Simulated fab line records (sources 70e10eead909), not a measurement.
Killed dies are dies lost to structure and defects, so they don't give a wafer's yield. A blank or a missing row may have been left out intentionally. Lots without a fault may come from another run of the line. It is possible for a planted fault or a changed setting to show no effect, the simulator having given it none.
Matching of chambers :: flow nandHarc :: NHARC_P_M1_DESCUM_14 on rieDiel-09: 4 sister chambers
The step chemistry O2, time 3 s. 8 wafers are shown with their chamber, then 12 later ones without.

WAFERS, EACH WITH ITS CHAMBER
wafer: L079.4
chamber: 2
showerheadPlenumPTorr (Torr): 1.93
drypumpMotorCurrentA (A): 5.9

wafer: L088.2
chamber: 2
showerheadPlenumPTorr (Torr): 1.92
drypumpMotorCurrentA (A): 5.9

wafer: L088.6
chamber: 1
showerheadPlenumPTorr (Torr): 1.95
drypumpMotorCurrentA (A): 5.4

wafer: L091.1
chamber: 0
showerheadPlenumPTorr (Torr): 1.79
drypumpMotorCurrentA (A): 5.3

wafer: L091.6
chamber: 0
showerheadPlenumPTorr (Torr): 1.79
drypumpMotorCurrentA (A): 5.3

wafer: L092.3
chamber: 3
showerheadPlenumPTorr (Torr): 1.85
drypumpMotorCurrentA (A): 5.1

wafer: L092.4
chamber: 1
showerheadPlenumPTorr (Torr): 1.95
drypumpMotorCurrentA (A): 5.3

wafer: L092.5
chamber: 3
showerheadPlenumPTorr (Torr): 1.85
drypumpMotorCurrentA (A): 5.1

WAFERS MISSING THEIR CHAMBER
wafer: L093.2
showerheadPlenumPTorr (Torr): 1.92
drypumpMotorCurrentA (A): 5.9

wafer: L093.3
showerheadPlenumPTorr (Torr): 1.79
drypumpMotorCurrentA (A): 5.3

wafer: L093.4
showerheadPlenumPTorr (Torr): 1.95
drypumpMotorCurrentA (A): 5.4

wafer: L094.4
showerheadPlenumPTorr (Torr): 1.95
drypumpMotorCurrentA (A): 5.4

wafer: L094.5
showerheadPlenumPTorr (Torr): 1.92
drypumpMotorCurrentA (A): 5.9

wafer: L094.6
showerheadPlenumPTorr (Torr): 1.95
drypumpMotorCurrentA (A): 5.4

wafer: L095.2
showerheadPlenumPTorr (Torr): 1.95
drypumpMotorCurrentA (A): 5.4

wafer: L095.4
showerheadPlenumPTorr (Torr): 1.85
drypumpMotorCurrentA (A): 5.0

wafer: L095.5
showerheadPlenumPTorr (Torr): 1.85
drypumpMotorCurrentA (A): 5.0

wafer: L096.1
showerheadPlenumPTorr (Torr): 1.85
drypumpMotorCurrentA (A): 5.0

wafer: L096.4
showerheadPlenumPTorr (Torr): 1.95
drypumpMotorCurrentA (A): 5.3

wafer: L096.5
showerheadPlenumPTorr (Torr): 1.95
drypumpMotorCurrentA (A): 5.4

THE CHAMBER EACH PASSED THROUGH
wafer: L093.2
from the rows above: 2
in truth: 2

wafer: L093.3
from the rows above: 0
in truth: 0

wafer: L093.4
from the rows above: 1
in truth: 1

wafer: L094.4
from the rows above: 1
in truth: 1

wafer: L094.5
from the rows above: 2
in truth: 2

wafer: L094.6
from the rows above: 1
in truth: 1

wafer: L095.2
from the rows above: 1
in truth: 1

wafer: L095.4
from the rows above: 3
in truth: 3

wafer: L095.5
from the rows above: 3
in truth: 3

wafer: L096.1
from the rows above: 3
in truth: 3

wafer: L096.4
from the rows above: 1
in truth: 1

wafer: L096.5
from the rows above: 1
in truth: 1
Placed correctly: 12 of 12. Not placeable from these rows: 0. 0 placed wrongly.
How it was worked out, from the rows above alone: a wafer's distance from a chamber is the root of the sum, over the readings, of the square of ((its reading less the chamber's mean) divided by the reading's scatter). The wafer belongs to the nearest chamber; if the next one is less than 2 further off, it can't be placed. Each chamber's mean is taken over the wafers shown for it. The scatter: the root of (the sum of the squares of (reading less its chamber's mean) over the shown wafers, divided by (wafers less chambers)).
